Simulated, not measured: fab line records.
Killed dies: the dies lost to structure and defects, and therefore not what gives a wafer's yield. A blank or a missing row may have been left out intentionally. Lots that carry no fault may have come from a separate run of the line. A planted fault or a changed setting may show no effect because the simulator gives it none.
fab line records | flow n5_finfet | part 2 of 2: steps 5 to 6 of 6
record: lots: 24 wafers: 72 last_day: 17
route steps=1938 shown FIN_SAQP@131 FIN_CUT@164
lots that met no fault: from a run of the same line without faults
start_h: the number of hours between the record's first day and the start of the first shown wafer of the lot | wait_h: hours since the lot's step before | " identical to the entry in the row above | L1.1+2: several wafers, shown together as one row | - either no value or no given start | * or withheld: withheld | < > ~ a bound
route shown NAME@n: a module of which the file shows steps, and the number in the route of the first | usual: average and standard deviation across the fault-free wafers | same: alike in all rows | chamber/n: place in a boat | sites: each site's reading | _std_site: the standard deviation of these | _edge_site: inner sites' mean taken away from outer sites' mean | radius_mm: for every site, how far away it sits from the centre of the wafer | mask NAME#n: copy n | behind: the most recent tool/chamber to have shaped the wafer | hold: reason for holding the lot/hours on hold/outcome of the hold | device: the transistor (n, p or np) that didn't switch | end of line: the route-end tests of the same wafers | a step with no rows: only its recipe | killed: dies lost to structure and defects at the first sort, not the wafer's yield | map: the dies of a wafer, with x for killed, . for not killed, _ for no die there
set.NAME: the setting the step ran with; set.NAME@STEP: the setting that earlier step ran with | model.NAME: the simulator's own value behind a step, which no gauge read
the route's steps for a sample of lots (tables are steps, rows are wafers)
services: when a tool's chamber went out of use (start_h, in hours from the record's first day, below 0 if earlier), for how many hours, and the reason
== steps ==
step: N5_FIN_CUT_ETCH_20
recipe: chemistry: CF4 target: SiARC target_depth_a: 260 mask_material: CAR-EUV time_s: 43.3 ion_energy_ev: 80 pressure_mtorr: 40 source_w: 545 bias_w: 36 Ar_flow_sccm: 100 cf4_flow_sccm: 100 ends: cleared
usual: cf4_flow_sccm: 99.9/0.33 drypump_motor_current_A: 5.83/0.22 etch_rf_on_time_s: 43.1/0.61 oes_product_au: 0.66/0.062 rf_vpp_V: 183.7/1.3 showerhead_plenum_p_Torr: 2.12/0.073 throttle_valve_pct: 15.71/0.17
columns lot.wafer tool chamber start_h wait_h cf4_flow_sccm drypump_motor_current_A etch_rf_on_time_s oes_product_au rf_hours_counter_h rf_vpp_V showerhead_plenum_p_Torr throttle_valve_pct
L074.1 rie_diel-05 3 28.66 0.0 99.9 6.02 43.8 0.67 104 183.1 2.07 15.72
L074.4 " 0 " " 99.4 5.82 43.2 0.63 180 182.9 2.13 15.95
L074.6 " 0 " " 99.3 5.79 43.2 0.62 - 183.2 2.13 15.95
L075.1 rie_diel-05 2 35.03 0.0 99.6 5.81 42.1 0.82 13 186.3 2.29 15.56
L075.2 " 1 " " 100.2 5.65 43.7 0.61 197 184.9 2.14 15.64
L075.4 " 0 " " 100.2 5.83 43.0 0.62 182 184.1 2.13 15.97
L076.1 rie_diel-03 0 40.02 0.0 99.9 6.26 42.5 0.65 136 184.5 2.14 15.77
L076.3 " 2 " " 100.1 5.68 42.7 0.68 109 184.7 2.23 15.64
L076.5 " 0 " " 99.5 6.27 42.8 0.66 - 183.3 2.14 15.76
L077.2 rie_diel-05 0 44.31 0.0 100.5 5.82 43.2 0.62 186 185.7 2.13 15.97
L077.3 " 3 " " 100.4 5.99 43.4 0.67 110 181.3 2.07 15.72
L077.4 " 2 " " 99.4 5.82 41.9 0.82 16 187.2 2.28 15.58
L078.1 rie_diel-05 2 50.97 0.0 100.1 5.83 41.6 0.81 18 183.9 2.28 15.59
L078.3 " 0 " " 99.8 5.83 43.1 0.61 188 184.3 2.13 15.97
L078.5 " 3 " " 99.5 6.01 43.5 0.66 - 184.6 2.07 15.71
L079.1 rie_diel-03 0 56.96 0.0 100.3 6.26 43.0 0.65 141 184.5 2.14 15.77
L079.2 " 1 " " 100.1 5.55 42.3 0.67 135 182.5 2.08 15.72
L079.4 " 2 " " 99.9 5.72 43.4 0.68 114 186.2 2.23 15.64
L080.2 rie_diel-03 3 63.16 0.0 100.6 5.77 43.4 0.59 218 183.1 2.03 15.68
L080.4 " 1 " " 99.8 5.57 42.5 0.67 136 182.5 2.08 15.71
L080.5 " 1 " " 99.7 5.59 42.5 0.67 - 183.8 2.08 15.73
L081.1 rie_diel-05 3 69.50 0.0 99.7 5.99 44.5 0.66 118 182.7 2.07 15.75
L081.5 " 0 " " 100.8 5.82 43.8 0.60 - 183.5 2.13 16.00
L081.6 " 1 " " 99.7 5.66 44.8 0.60 - 183.8 2.13 15.66
L082.1 rie_diel-04 3 76.23 0.0 100.1 6.22 43.4 0.66 144 183.7 2.15 15.84
L082.4 " 2 " " 99.7 5.62 42.9 0.61 221 183.1 2.04 15.72
L082.6 " 1 " " 100.0 6.01 43.6 0.75 - 183.0 2.09 15.26
L083.2 rie_diel-05 2 82.86 0.0 100.1 5.81 42.1 0.78 28 185.0 2.28 15.61
L083.4 " 0 " " 100.0 5.80 43.4 0.60 198 184.4 2.13 15.98
L083.6 " 2 " " 100.4 5.81 42.1 0.78 - 185.6 2.28 15.60
L084.1 rie_diel-04 3 90.11 0.0 99.8 6.19 42.9 0.66 148 183.9 2.15 15.86
L084.2 " 2 " " 99.7 5.58 42.8 0.61 225 181.5 2.04 15.70
L084.3 " 0 " " 100.0 5.57 42.8 0.65 160 181.8 2.07 15.68
L085.2 rie_diel-04 0 94.17 0.0 99.5 5.56 43.1 0.64 161 183.2 2.07 15.68
L085.3 " 3 " " 100.2 6.24 43.4 0.65 149 183.9 2.15 15.87
L085.6 " 1 " " 100.2 6.01 43.6 0.75 - 183.5 2.09 15.28
L086.3 rie_diel-05 1 100.55 0.0 100.5 5.67 44.0 0.60 217 182.7 2.13 15.68
L086.4 " 3 " " 100.0 6.00 44.1 0.65 126 183.0 2.07 15.77
L086.6 " 2 " " 100.6 5.81 42.4 0.78 - 185.9 2.28 15.63
L087.1 rie_diel-04 3 106.07 0.0 100.1 6.21 43.1 0.65 153 184.4 2.15 15.87
L087.2 " 1 " " 99.8 6.02 43.6 0.74 56 183.5 2.09 15.30
L087.5 " 3 " " 100.1 6.21 43.5 0.65 - 184.3 2.15 15.88
L088.3 rie_diel-05 1 111.29 0.0 100.0 5.67 44.2 0.59 220 184.3 2.13 15.69
L088.4 " 3 " " 99.8 6.02 43.9 0.65 129 183.3 2.07 15.77
L088.6 " 0 " " 99.9 5.80 43.9 0.60 - 183.4 2.12 16.00
L089.1 rie_diel-04 1 117.79 0.0 99.9 5.97 43.7 0.74 60 181.9 2.09 15.29
L089.3 " 3 " " 99.5 6.21 43.4 0.65 157 184.2 2.14 15.87
L089.4 " 2 " " 99.9 5.61 43.2 0.60 235 183.6 2.04 15.71
L090.2 rie_diel-03 0 123.25 0.0 99.2 6.25 43.2 0.64 160 184.2 2.13 15.82
L090.5 " 3 " " 100.1 5.81 42.7 0.60 - 182.5 2.03 15.70
L090.6 " 2 " " 100.2 5.71 43.7 0.66 - 184.1 2.22 15.66
L091.1 rie_diel-05 3 129.12 0.0 100.0 5.99 43.9 0.65 135 182.4 2.06 15.76
L091.4 " 1 " " 99.9 5.67 43.6 0.60 225 184.4 2.13 15.70
L091.5 " 1 " " 100.1 5.67 43.4 0.60 - 184.0 2.13 15.70
L092.1 rie_diel-04 3 136.45 0.0 100.5 6.20 42.8 0.65 163 184.3 2.14 15.89
L092.2 " 2 " " 99.5 5.59 42.6 0.59 241 180.8 2.03 15.73
L092.5 " 2 " " 99.8 5.58 42.7 0.59 - 182.2 2.04 15.75
L093.1 rie_diel-05 3 141.70 0.0 100.0 6.02 43.5 0.64 139 182.4 2.06 15.78
L093.3 " 2 " " 100.3 5.80 41.8 0.77 46 185.7 2.27 15.66
L093.4 " 0 " " 100.1 5.82 42.7 0.60 215 182.9 2.12 16.02
L094.2 rie_diel-04 2 152.92 0.0 99.9 5.62 42.6 0.60 245 182.4 2.03 15.75
L094.3 " 1 " " 99.5 6.02 43.3 0.73 70 183.4 2.09 15.31
L094.6 " 1 " " 99.9 6.01 43.3 0.73 - 183.3 2.09 15.31
L095.1 rie_diel-03 0 153.26 0.0 100.1 6.27 42.9 0.63 168 183.1 2.13 15.82
L095.2 " 2 " " 100.1 5.71 44.0 0.65 143 184.6 2.22 15.69
L095.3 " 3 " " 99.8 5.77 42.8 0.59 244 182.1 2.03 15.75
L096.1 rie_diel-03 1 159.29 0.0 100.6 5.59 42.5 0.66 165 181.9 2.07 15.79
L096.4 " 3 " " 99.8 5.80 42.8 0.59 246 182.5 2.02 15.73
L096.5 " 3 " " 100.4 5.78 43.0 0.58 - 182.7 2.02 15.74
L097.2 rie_diel-04 0 164.26 0.0 99.5 5.50 43.4 0.62 182 183.9 2.06 15.70
L097.4 " 1 " " 100.4 6.01 43.7 0.73 74 182.7 2.08 15.33
L097.5 " 2 " " 99.8 5.55 43.0 0.59 - 181.6 2.03 15.75
step: N5_FIN_CUT_CUT_ETCH_15
recipe: chemistry: HBr/Cl2/O2 target: Si target_depth_a: 1000 bt_time_s: 10 mask_material: SOC time_s: 42.4 ion_energy_ev: * bias_w: * pressure_mtorr: 10 icp_w: 800 HBr_flow_sccm: 150 Cl2_flow_sccm: 80 O2_flow_sccm: 12
usual: drypump_motor_current_A: 5.7/0.41 oes_product_au: 1.000/0.014 throttle_valve_pct: 37.21/0.28
columns lot.wafer tool chamber start_h wait_h drypump_motor_current_A oes_product_au rf_hours_counter_h throttle_valve_pct
L074.1 rie_si-06 3 29.24 0.1 6.3 1.012 202 37.14
L074.4 " 1 " " 5.7 1.020 139 37.34
L074.6 " 1 " " 5.7 1.020 - 37.33
L075.1 rie_si-02 2 35.60 0.1 5.0 1.009 101 37.23
L075.2 " 3 " " 6.0 0.961 46 37.32
L075.4 " 1 " " 5.9 0.996 37 37.45
L076.1 rie_si-06 1 40.60 0.1 5.7 1.018 140 37.32
L076.3 " 2 " " 5.7 1.002 59 37.65
L076.5 " 1 " " 5.7 1.023 - 37.32
L077.2 rie_si-06 0 44.89 0.1 5.5 1.000 7 37.11
L077.3 " 3 " " 6.3 1.010 202 37.15
L077.4 " 2 " " 5.7 1.004 59 37.64
L078.1 rie_si-06 1 51.55 0.1 5.6 1.023 140 37.31
L078.3 " 2 " " 5.7 1.001 59 37.64
L078.5 " 0 " " 5.5 1.000 - 37.12
L079.1 rie_si-02 2 57.53 0.1 5.0 1.011 102 37.22
L079.2 " 0 " " 5.2 0.996 152 36.79
L079.4 " 3 " " 6.0 0.967 47 37.33
L080.2 rie_si-06 1 63.74 0.1 5.7 1.022 140 37.32
L080.4 " 0 " " 5.5 1.001 - 37.12
L080.5 " 2 " " 5.7 1.009 - 37.65
L081.1 rie_si-03 3 70.08 0.1 6.1 1.007 2 36.54
L081.5 " 1 " " 5.0 1.013 - 37.51
L081.6 " 0 " " 6.2 0.994 - 36.98
L082.1 rie_si-02 3 76.92 0.1 6.0 0.967 47 37.34
L082.4 " 2 " " 5.0 1.009 102 37.23
L082.6 " 2 " " 5.0 1.005 - 37.23
L083.2 rie_si-03 1 83.44 0.1 4.9 1.019 33 37.51
L083.4 " 0 " " 6.2 0.988 178 36.96
L083.6 " 0 " " 6.3 0.983 - 36.96
L084.1 rie_si-02 1 90.86 0.1 5.9 0.999 38 37.46
L084.2 " 3 " " 6.0 0.961 47 37.34
L084.3 " 0 " " 5.2 1.004 153 36.78
L085.2 rie_si-02 1 94.75 0.1 5.9 0.992 38 37.44
L085.3 " 3 " " 6.0 0.966 47 37.36
L085.6 " 1 " " 5.9 0.991 - 37.44
L086.3 rie_si-02 0 101.13 0.0 5.2 0.997 153 36.79
L086.4 " 3 " " 6.0 0.958 48 37.35
L086.6 " 1 " " 5.9 0.997 - 37.44
L087.1 rie_si-02 2 106.65 0.1 5.0 1.015 102 37.24
L087.2 " 3 " " 6.0 0.967 48 37.34
L087.5 " 1 " " 5.9 0.990 - 37.44
L088.3 rie_si-03 2 111.88 0.0 5.7 0.987 38 37.02
L088.4 " 2 " " 5.7 0.995 - 37.02
L088.6 " 0 " " 6.3 0.985 - 36.97
L089.1 rie_si-06 0 118.36 0.1 5.5 0.998 9 37.14
L089.3 " 1 " " 5.7 1.010 141 37.33
L089.4 " 2 " " 5.7 1.003 60 37.64
L090.2 rie_si-03 0 123.83 0.1 6.3 0.991 179 36.98
L090.5 " 1 " " 5.0 1.017 - 37.50
L090.6 " 2 " " 5.7 0.993 - 37.00
L091.1 rie_si-02 1 129.70 0.1 5.9 0.995 39 37.44
L091.4 " 3 " " 6.0 0.965 48 37.33
L091.5 " 1 " " 5.9 1.000 - 37.45
L092.1 rie_si-03 3 137.03 0.1 6.1 1.005 3 36.55
L092.2 " 1 " " 5.0 1.009 34 37.51
L092.5 " 1 " " 5.0 1.008 - 37.52
L093.1 rie_si-06 1 142.28 0.1 5.6 1.013 142 37.32
L093.3 " 3 " " 6.3 1.007 1 37.30
L093.4 " 2 " " 5.8 1.006 60 37.62
L094.2 rie_si-03 3 153.50 0.1 6.1 1.004 3 36.54
L094.3 " 0 " " 6.2 0.981 179 36.97
L094.6 " 0 " " 6.2 0.997 - 36.97
L095.1 rie_si-06 3 153.83 0.1 6.3 0.990 1 37.30
L095.2 " 1 " " 5.6 1.010 142 37.33
L095.3 " 2 " " 5.7 1.016 61 37.64
L096.1 rie_si-02 1 159.86 0.1 5.9 0.997 40 37.44
L096.4 " 3 " " 6.0 0.969 49 37.34
L096.5 " 2 " " 5.0 1.007 - 37.24
L097.2 rie_si-06 3 164.83 0.1 6.3 0.998 2 37.29
L097.4 " 1 " " 5.7 1.020 142 37.33
L097.5 " 1 " " 5.6 1.011 - 37.34
== services ==
columns tool chamber start_h hours kind
rie_si-03 1 4.43 7.0 repair
rie_diel-05 1 5.36 3.1 repair
rie_diel-01 2 20.42 10.9 repair
rie_diel-01 0 24.21 21.6 repair
rie_diel-06 1 34.50 8.1 repair
vapor_etch-02 - 34.53 0.8 repair
rie_diel-01 1 38.11 1.3 repair
rie_diel-06 1 44.87 4.8 repair
vapor_etch-01 - 55.34 0.3 repair
rie_diel-01 3 59.97 1.7 repair
rie_diel-02 - 72.54 11.6 repair
rie_si-02 2 84.14 7.9 repair
rie_si-02 - 84.27 2.8 pm
rie_si-06 2 87.00 6.3 repair
rie_diel-02 2 96.77 1.5 repair
rie_diel-05 - 97.29 2.8 pm
rie_si-03 3 101.59 13.9 repair
vapor_etch-01 - 102.34 1.2 repair
vapor_etch-01 0 113.35 4.4 repair
rie_diel-01 3 130.35 4.5 repair
rie_diel-01 - 148.96 0.1 repair
rie_diel-05 2 156.09 5.9 repair
rie_diel-02 1 158.46 5.5 repair
rie_si-06 - 163.30 0.8 repair
